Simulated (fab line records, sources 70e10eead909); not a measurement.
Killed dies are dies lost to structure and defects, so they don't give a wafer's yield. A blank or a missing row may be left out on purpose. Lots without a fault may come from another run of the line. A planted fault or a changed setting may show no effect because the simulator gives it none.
Chamber matching | flow nand_harc | NHARC_P_M0_CMP_23 on cmp-04: 4 sister chambers
The step polishes, t overpolish 20 s, target thk 117.54 nm. 18 wafers are shown with their chamber, then 9 later ones without.

WAFERS WITH THEIR CHAMBER
wafer  | chamber | motor_current_A (A) | time_to_endpoint_s (s) | edge_zone_pressure_frac
L338.1 | 2       | 11.7                | 27.9                   | 1.009
L338.2 | 0       | 10.6                | 29.2                   | 1.001
L338.5 | 0       | 9.9                 | 29.8                   | 1.001
L340.3 | 2       | 11.8                | 30.5                   | 0.997
L340.4 | 3       | 12.1                | 33.0                   | 0.990
L340.5 | 0       | 10.8                | 31.8                   | 1.010
L341.4 | 2       | 12.1                | 28.1                   | 1.009
L341.5 | 1       | 12.4                | 26.7                   | 0.996
L341.6 | 0       | 11.0                | 29.2                   | 0.999
L343.3 | 3       | 11.9                | 32.9                   | 1.007
L343.4 | 1       | 12.6                | 28.4                   | 1.002
L343.6 | 3       | 12.3                | 34.2                   | 0.999
L344.1 | 3       | 13.1                | 32.7                   | 1.006
L344.2 | 0       | 10.7                | 32.8                   | 0.998
L344.5 | 0       | 10.5                | 31.2                   | 0.993
L351.2 | 3       | 12.1                | 29.2                   | 1.002
L351.3 | 1       | 11.8                | 26.4                   | 1.004
L351.5 | 1       | 11.6                | 24.8                   | 1.000

SIGNATURES (means of the wafers above)
reading                 | chamber 0 | chamber 1 | chamber 2 | chamber 3 | scatter within a chamber
motor_current_A         | 10.583    | 12.100    | 11.867    | 12.300    | 0.41
time_to_endpoint_s      | 30.667    | 26.575    | 28.833    | 32.400    | 1.61
edge_zone_pressure_frac | 1.00033   | 1.00050   | 1.00500   | 1.00080   | 0.00581
Rule: a wafer's distance from a chamber is the root of the sum, over the readings, of the square of ((its reading less the chamber's mean) divided by the reading's scatter). The wafer belongs to the nearest chamber; if the next one is less than 2 further off, it can't be placed. The scatter: the root of (the sum of the squares of (reading less its chamber's mean) over the shown wafers, divided by (wafers less chambers)).

WAFERS WITHOUT THEIR CHAMBER
wafer  | motor_current_A (A) | time_to_endpoint_s (s) | edge_zone_pressure_frac
L353.1 | 12.3                | 28.2                   | 1.001
L353.4 | 12.1                | 32.7                   | 0.995
L353.5 | 12.2                | 32.3                   | 1.011
L356.3 | 12.8                | 27.1                   | 1.004
L356.4 | 12.3                | 28.6                   | 1.005
L356.5 | 12.2                | 31.1                   | 1.012
L360.3 | 12.3                | 28.4                   | 0.999
L360.4 | 12.7                | 33.2                   | 1.009
L360.5 | 10.3                | 30.8                   | 0.996

WHICH CHAMBER EACH WENT THROUGH
wafer  | from the rows above          | in truth
L353.1 | can't be placed: 1 or 2 or 3 | 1
L353.4 | can't be placed: 3 or 2      | 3
L353.5 | can't be placed: 3 or 2      | 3
L356.3 | can't be placed: 1 or 2 or 3 | 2
L356.4 | can't be placed: 2 or 1 or 3 | 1
L356.5 | can't be placed: 2 or 3 or 1 | 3
L360.3 | can't be placed: 1 or 2 or 3 | 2
L360.4 | can't be placed: 3 or 2      | 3
L360.5 | 0                            | 0
Placed correctly: 1 of 9. Can't be placed from these rows: 8 (the true chamber is among the candidates in 8). Placed wrongly: 0.
